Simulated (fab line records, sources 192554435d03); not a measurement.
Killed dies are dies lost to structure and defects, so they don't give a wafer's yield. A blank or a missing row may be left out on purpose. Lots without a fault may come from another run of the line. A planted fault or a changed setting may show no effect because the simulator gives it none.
Chamber matching | flow n5_finfet | N5_MOL_CONTACT_COAG_ALD_27 on ald_sin-04: 4 sister chambers
The step deposits SiOC, target thk 17 nm, pulse time 1.5 s, time 2720 s. 14 wafers are shown with their chamber, then 7 later ones without.

WAFERS WITH THEIR CHAMBER
wafer  | chamber | heater_power_w (W) | precursor_pulse_height_rel | chamber_pressure_Torr (Torr)
L076.3 | 3       | 781                | 1.044                      | 1.999
L076.4 | 0       | 773                | 0.994                      | 1.997
L076.6 | 3       | 764                | 1.013                      | 2.004
L082.1 | 3       | 776                | 1.007                      | 2.000
L082.2 | 1       | 836                | 0.954                      | 2.008
L082.3 | 0       | 779                | 0.984                      | 2.000
L089.1 | 1       | 838                | 1.019                      | 2.005
L089.5 | 1       | 812                | 1.012                      | 2.010
L089.6 | 2       | 1024               | 1.027                      | 2.005
L091.1 | 2       | 1013               | 1.026                      | 2.003
L091.2 | 1       | 831                | 0.980                      | 1.995
L091.6 | 0       | 771                | 0.975                      | 2.000
L092.1 | 3       | 774                | 1.041                      | 2.000
L092.3 | 1       | 819                | 1.009                      | 1.997

SIGNATURES (means of the wafers above)
reading                    | chamber 0 | chamber 1 | chamber 2 | chamber 3 | scatter within a chamber
heater_power_w             | 774.33    | 827.20    | 1018.50   | 773.75    | 8.69
precursor_pulse_height_rel | 0.98433   | 0.99480   | 1.02650   | 1.02625   | 0.0206
chamber_pressure_Torr      | 1.99900   | 2.00300   | 2.00400   | 2.00075   | 0.00448
Rule: a wafer's distance from a chamber is the root of the sum, over the readings, of the square of ((its reading less the chamber's mean) divided by the reading's scatter). The wafer belongs to the nearest chamber; if the next one is less than 2 further off, it can't be placed. The scatter: the root of (the sum of the squares of (reading less its chamber's mean) over the shown wafers, divided by (wafers less chambers)).

WAFERS WITHOUT THEIR CHAMBER
wafer  | heater_power_w (W) | precursor_pulse_height_rel | chamber_pressure_Torr (Torr)
L092.4 | 771                | 0.987                      | 2.011
L093.2 | 1024               | 0.976                      | 2.001
L093.4 | 839                | 0.999                      | 1.993
L093.5 | 1016               | 0.979                      | 1.996
L097.1 | 850                | 0.994                      | 1.998
L097.3 | 786                | 1.003                      | 1.991
L097.5 | 799                | 0.980                      | 1.999

WHICH CHAMBER EACH WENT THROUGH
wafer  | from the rows above          | in truth
L092.4 | can't be placed: 0 or 3      | 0
L093.2 | 2                            | 2
L093.4 | 1                            | 1
L093.5 | 2                            | 2
L097.1 | 1                            | 1
L097.3 | can't be placed: 0 or 3      | 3
L097.5 | can't be placed: 0 or 1 or 3 | 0
Placed correctly: 4 of 7. Can't be placed from these rows: 3 (the true chamber is among the candidates in 3). Placed wrongly: 0.
